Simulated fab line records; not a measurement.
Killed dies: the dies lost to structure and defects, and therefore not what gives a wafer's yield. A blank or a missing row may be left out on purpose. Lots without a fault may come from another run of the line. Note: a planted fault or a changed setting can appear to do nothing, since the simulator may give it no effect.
fab line records | flow nand-harc
[record] lots = 12 wafers = 36 last-day = 24
route steps=1159 shown A_CHANNEL_HOLE_D1@471 A_CHANNEL_FILL_D1@492
lots that met no fault: taken from a fault-free run of the same line
start-h: the number of hours between the record's first day and the start of the first shown wafer of the lot | wait-h: hours elapsed since this lot's preceding step | " same as the row above | L1.1+2: one row covering several wafers at once | - value missing, or start not given | * or withheld: withheld | < > ~ a bound
route shown NAME@n: NAME is a module with steps in the file, n the number in the route of the first one | usual: mean and standard deviation over wafers with no fault | same: alike in all rows | chamber/n: place in a boat | sites: per-site readings | _std_site: standard deviation of those values | _edge_site: the outer-site mean with the inner-site mean subtracted | radius-mm: for every site, how far away it sits from the centre of the wafer | mask NAME#n: copy n | behind: the tool/chamber that last shaped the wafer | hold: the reason the lot was held/the length of the hold in hours/how it ended | device: names the non-switching transistor (n, p or np) | end of line: tests run on the same wafers once the route is complete | a step without rows: its recipe alone | killed: the dies lost at the first sort to structure and to defects; this is not the yield of the wafer | map: dies across one wafer; x = killed, . = not, _ = none there
set.NAME: the setting as run; set.NAME@STEP: as run at that earlier step | model.NAME: the simulator's own value behind a step, which no gauge read
a sample of lots followed through the steps of the route, with each step as a table and each wafer as a row
services: a tool's chamber out of use, with start hour (start-h, from the record's first day; less than 0 if before it), hours out, and reason
[[steps]]
[step NHARC_A_CHANNEL_HOLE_D1_ETCH_19]
[recipe] bias-v = 1200 source-w = 2500 pressure-mtorr = 15 time-s = 34.5 ar-flow-sccm = 375 c4f8-flow-sccm = 28.8 o2-flow-sccm = 96.2 temp-c = -20 target-depth-a = * chemistry = C4F8/O2/Ar
[usual] drypump-motor-current-A = 5.95/0.26 o2-flow-sccm = 96.25/0.28 showerhead-plenum-p-Torr = 3.83/0.062 throttle-valve-pct = 37.037/0.0092
// columns lot.wafer tool chamber start-h wait-h drypump-motor-current-A o2-flow-sccm rf-hours-counter-h showerhead-plenum-p-Torr throttle-valve-pct
L491.4 har-etch-01 1 167.87 0.1 6.11 96.09 - 3.76 37.028
L491.5 " 1 " " 6.11 96.58 - 3.76 37.045
L491.6 " 0 " " 5.62 96.33 - 3.87 37.047
L493.1 har-etch-01 0 184.93 0.1 5.63 96.67 202 3.87 37.045
L493.2 " 1 " " 6.11 96.03 202 3.75 37.018
L493.6 " 0 " " 5.65 96.67 - 3.87 37.038
L492.2 har-etch-02 0 188.41 1.6 5.74 96.05 103 3.92 37.029
L492.4 " 0 " " 5.73 95.97 - 3.92 37.021
L492.6 " 0 " " 5.73 96.14 - 3.92 37.042
L494.2 har-etch-01 0 191.05 0.1 5.67 96.34 206 3.86 37.042
L494.1 " 1 " " 6.12 96.58 206 3.75 37.034
L494.5 " 0 " " 5.66 96.34 - 3.86 37.027
L497.2 har-etch-02 1 192.56 1.3 6.27 96.45 107 3.82 37.046
L497.3 " 1 " " 6.27 96.47 - 3.82 37.027
L497.6 " 0 " " 5.74 95.93 - 3.92 37.039
L496.1 har-etch-01 0 195.96 0.1 5.63 96.22 210 3.86 37.042
L496.3 " 1 " " 6.12 96.32 - 3.75 37.017
L496.6 " 1 " " 6.13 96.28 - 3.75 37.020
L495.2 har-etch-02 0 199.84 0.1 5.73 96.41 111 3.92 37.032
L495.3 " 1 " " 6.28 96.01 - 3.82 37.037
L495.4 " 0 " " 5.72 95.80 - 3.92 37.030
L498.2 har-etch-02 1 218.21 0.1 6.27 95.66 115 3.81 37.038
L498.3 " 0 " " 5.72 96.43 - 3.92 37.053
L498.4 " 1 " " 6.27 95.75 - 3.81 37.046
L506.1 har-etch-01 0 271.54 0.1 5.65 96.30 240 3.84 37.041
L506.4 " 1 " " 6.12 96.50 - 3.73 37.032
L506.5 " 1 " " 6.12 96.59 - 3.73 37.038
L508.4 har-etch-01 0 285.17 0.1 5.66 96.31 - 3.84 37.026
L508.6 " 1 " " 6.12 96.19 - 3.73 37.032
L508.5 " 0 " " 5.64 96.42 - 3.84 37.031
L512.1 har-etch-02 0 297.37 0.1 5.74 96.47 151 3.90 37.039
L512.2 " 1 " " 6.29 96.37 151 3.79 37.048
L512.3 " 1 " " 6.27 96.69 - 3.79 37.051
L514.1 har-etch-02 1 316.97 1.6 6.28 96.40 165 3.79 37.047
L514.3 " 1 " " 6.29 96.30 - 3.78 37.029
L514.5 " 0 " " 5.74 96.55 - 3.89 37.033
[step NHARC_A_CHANNEL_HOLE_D1_ETCH_22]
[recipe] bias-v = 3000 source-w = withheld pressure-mtorr = 20 time-s = 666.7 ar-flow-sccm = 375 c4f8-flow-sccm = 89.3 o2-flow-sccm = 35.7 temp-c = -20 target-depth-a = 16000 chemistry = C4F8/O2/Ar
[usual] drypump-motor-current-A = 5.95/0.26 o2-flow-sccm = 35.71/0.11 showerhead-plenum-p-Torr = 3.78/0.06 throttle-valve-pct = 32.155/0.0093
// columns lot.wafer tool chamber start-h wait-h drypump-motor-current-A o2-flow-sccm rf-hours-counter-h showerhead-plenum-p-Torr throttle-valve-pct
L491.4 har-etch-01 1 168.90 0.4 6.12 35.46 - 3.71 32.156
L491.5 " 1 " " 6.11 35.55 - 3.71 32.152
L491.6 " 0 " " 5.66 35.62 - 3.82 32.169
L493.1 har-etch-01 0 185.81 0.4 5.67 35.77 203 3.82 32.140
L493.2 " 1 " " 6.14 35.83 203 3.71 32.151
L493.6 " 0 " " 5.69 35.71 - 3.82 32.162
L492.2 har-etch-02 0 189.34 0.4 5.73 35.87 104 3.87 32.153
L492.4 " 0 " " 5.73 35.78 - 3.87 32.159
L492.6 " 0 " " 5.72 35.76 - 3.87 32.144
L494.2 har-etch-01 0 191.92 0.4 5.66 35.67 206 3.82 32.150
L494.1 " 1 " " 6.10 35.59 206 3.71 32.150
L494.5 " 0 " " 5.65 35.66 - 3.82 32.151
L497.2 har-etch-02 1 193.44 0.4 6.25 35.66 108 3.77 32.171
L497.3 " 1 " " 6.28 35.55 - 3.77 32.144
L497.6 " 0 " " 5.72 35.72 - 3.87 32.137
L496.1 har-etch-01 0 196.82 0.4 5.61 35.82 210 3.81 32.162
L496.3 " 1 " " 6.12 35.74 - 3.71 32.172
L496.6 " 1 " " 6.13 35.70 - 3.71 32.153
L495.2 har-etch-02 0 200.79 0.4 5.74 35.56 112 3.87 32.153
L495.3 " 1 " " 6.27 35.93 - 3.77 32.156
L495.4 " 0 " " 5.74 35.70 - 3.87 32.147
L498.2 har-etch-02 1 219.15 0.4 6.31 35.75 116 3.77 32.157
L498.3 " 0 " " 5.72 35.81 - 3.87 32.167
L498.4 " 1 " " 6.29 35.54 - 3.77 32.156
L506.1 har-etch-01 0 272.40 0.4 5.63 35.61 240 3.80 32.134
L506.4 " 1 " " 6.11 35.81 - 3.69 32.147
L506.5 " 1 " " 6.12 35.64 - 3.69 32.163
L508.4 har-etch-01 0 286.25 0.4 5.65 35.96 - 3.79 32.174
L508.6 " 1 " " 6.12 35.81 - 3.69 32.153
L508.5 " 0 " " 5.68 35.76 - 3.79 32.160
L512.1 har-etch-02 0 298.24 0.4 5.75 35.53 151 3.85 32.147
L512.2 " 1 " " 6.27 35.84 151 3.75 32.157
L512.3 " 1 " " 6.27 35.70 - 3.75 32.156
L514.1 har-etch-02 1 317.83 0.4 6.30 35.69 166 3.74 32.146
L514.3 " 1 " " 6.29 35.84 - 3.74 32.139
L514.5 " 0 " " 5.73 35.51 - 3.84 32.138
[step NHARC_A_CHANNEL_FILL_D1_ALD_02]
[recipe] target-thk-a = 60 pulse-time-s = 10 ald-cycles = 60 temp-c = 300 material = SiO2
[usual] heater-power-w = 442/45 precursor-pulse-height-rel = 0.997/0.021 susceptor-temp-C = 300.01/0.16
// columns lot.wafer tool chamber start-h wait-h heater-power-w precursor-pulse-height-rel susceptor-temp-C
L491.4 ald-hk-01 1 173.93 0.3 464 0.997 299.85
L491.6 " 3 " " 478 0.982 300.15
L491.5 " 0 " " 436 1.017 299.96
L493.2 ald-hk-01 1 191.32 - 467 0.992 299.97
L493.1 " 3 " " 482 0.996 300.03
L493.6 " 0 " " 440 0.985 300.36
L492.4 ald-hk-01 0 194.45 - 441 1.012 299.98
L492.2 " 1 " " 466 0.997 299.91
L492.6 " 3 " " 480 0.986 299.75
L494.2 ald-hk-02 1 196.94 - 447 0.953 299.83
L494.1 " 2 " " 520 0.999 299.62
L494.5 " 1 " " 454 1.001 300.16
L497.2 ald-hk-01 1 198.60 - 473 0.984 299.97
L497.3 " 3 " " 471 1.009 299.88
L497.6 " 1 " " 477 0.959 300.11
L496.3 ald-hk-01 2 202.01 - 366 0.987 299.94
L496.1 " 0 " " 431 0.990 300.00
L496.6 " 2 " " 362 0.980 299.94
L495.4 ald-hk-04 1 205.76 - 435 1.020 299.79
L495.3 " 3 " " 516 1.004 299.87
L495.2 " 0 " " 399 1.011 299.91
L498.4 ald-hk-04 2 224.10 - 394 1.036 300.17
L498.3 " 3 " " 511 1.003 300.17
L498.2 " 1 " " 446 0.959 300.25
L506.1 ald-hk-01 0 277.45 - 416 1.005 297.59
L506.4 " 3 " " 471 1.026 299.98
L506.5 " 0 " " 404 0.998 297.39
L508.4 ald-hk-04 1 291.43 - 438 0.987 299.82
L508.6 " 2 " " 395 1.003 299.94
L508.5 " 3 " " 534 1.001 299.81
L512.1 ald-hk-02 3 303.45 - 421 0.973 -
L512.2 " 0 " " 498 1.031 -
L512.3 " 1 " " 480 1.014 -
L514.3 ald-hk-04 0 322.86 - 395 1.013 300.04
L514.1 " 1 " " 434 1.022 300.03
L514.5 " 0 " " 397 0.981 300.03
[step NHARC_A_CHANNEL_FILL_D1_ETCHBACK_20]
[recipe] target-depth-a = 270 time-s = 13.5 c4f8-flow-sccm = withheld o2-flow-sccm = 8 ar-flow-sccm = withheld rf-w = 600 bias-w = 1500 chemistry = C4F8/O2/Ar
[usual] oes-product-au = 0.96/0.037 rf-vpp-V = 981/6.1
// columns lot.wafer tool chamber start-h wait-h oes-product-au rf-hours-counter-h rf-vpp-V
L491.4 rie-diel-10 0 197.92 - 0.99 0 986
L491.5 " 2 " " 1.01 - 984
L491.6 " 3 " " 1.00 - 988
L493.2 rie-diel-06 0 216.05 - 0.93 6 970
L493.1 " 1 " " 0.94 5 987
L493.6 " 2 " " 0.92 - 974
L492.2 rie-diel-10 0 216.05 - 0.98 6 986
L492.4 " 2 " " 1.01 7 982
L492.6 " 1 " " 1.00 - 978
L494.1 rie-diel-11 0 216.06 - 0.99 0 978
L494.2 " 1 " " 0.99 0 984
L494.5 " 0 " " 1.00 - 978
L497.2 rie-diel-11 0 223.43 - 0.93 0 979
L497.3 " 2 " " 0.93 0 973
L497.6 " 0 " " 0.92 - 980
L496.3 rie-diel-11 3 223.49 - 0.95 0 988
L496.1 " 1 " " 0.93 0 983
L496.6 " 3 " " 0.95 - 989
L495.2 rie-diel-06 1 230.52 - 0.94 5 986
L495.3 " 0 " " 0.93 6 970
L495.4 " 0 " " 0.94 - 971
L498.2 rie-diel-06 2 251.23 - 0.99 0 973
L498.3 " 0 " " 1.01 0 970
L498.4 " 1 " " 0.99 0 987
L506.1 rie-diel-11 0 301.85 - 0.93 3 978
L506.4 " 1 " " 0.92 3 985
L506.5 " 2 " " 0.93 - 975
L508.4 rie-diel-11 2 314.81 - 1.00 3 974
L508.6 " 2 " " 1.01 - 972
L508.5 " 3 " " 1.00 - 988
L512.2 rie-diel-06 2 328.30 - 0.99 2 973
L512.3 " 3 " " 0.98 2 984
L512.1 " 0 " " 0.99 2 971
L514.1 rie-diel-11 3 348.25 - 0.93 4 987
L514.3 " 0 " " 0.92 4 982
L514.5 " 0 " " 0.92 - 981
[[services]]
// columns tool chamber start-h hours kind
rie-diel-11 0 144.03 - clean
rie-diel-11 - 164.47 1.6 repair
rie-diel-11 0 169.64 10.9 repair
rie-diel-10 - 176.58 9.0 pm
rie-diel-06 1 183.30 7.1 repair
rie-diel-10 0 188.05 8.4 repair
rie-diel-11 - 189.55 9.0 pm
ald-hk-04 - 189.57 10.0 pm
rie-diel-06 3 227.15 13.6 repair
rie-diel-11 1 235.34 6.8 repair
rie-diel-06 - 241.20 9.0 pm
rie-diel-11 - 245.32 0.3 repair
rie-diel-10 1 262.57 2.5 repair
rie-diel-10 3 280.17 16.6 repair
ald-hk-02 - 282.70 10.0 pm
rie-diel-10 2 292.06 9.5 repair
rie-diel-11 - 303.16 0.5 repair
har-etch-01 - 305.00 17.0 pm
har-etch-01 0 305.00 17.0 vent-cycle
har-etch-01 1 305.00 17.0 vent-cycle
har-etch-01 0 322.00 - clean
har-etch-01 0 322.00 - consumable-replace:focus-ring
har-etch-01 1 322.00 - clean
har-etch-01 1 322.00 - consumable-replace:focus-ring
[[key]]
[first-sign] step = NHARC_A_CHANNEL_FILL_D1_ALD_02 reading = susceptor-temp-C direction = down sigmas = 16 usual = * struck = *
effect none on later readings
met-at NHARC_A_CHANNEL_FILL_D1_ALD_02
struck-lots L506
struck-wafers L506.1,L506.5
tester-left-out L506
not-acting-at NHARC_A_CHANNEL_HOLE_D1_ETCH_19,NHARC_A_CHANNEL_HOLE_D1_ETCH_22,NHARC_A_CHANNEL_FILL_D1_ETCHBACK_20
onset-between 202.01 277.45
[fault] kind = process-parameter-drift tool = ald-hk-01 chamber = 0 onset-h = 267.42 steps = NHARC_A_CHANNEL_FILL_D1_ALD_02 channel = temp-c offset = * shape = step end-h = 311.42 acts-in = * stated = *
// tester-left-out: of these lots the tester's yield and bins aren't shown, on N5 and GAA mostly nor the transistor test; their killed dies are dies lost to structure and defects alone, not to doping, threshold or leakage, so they don't give the yield
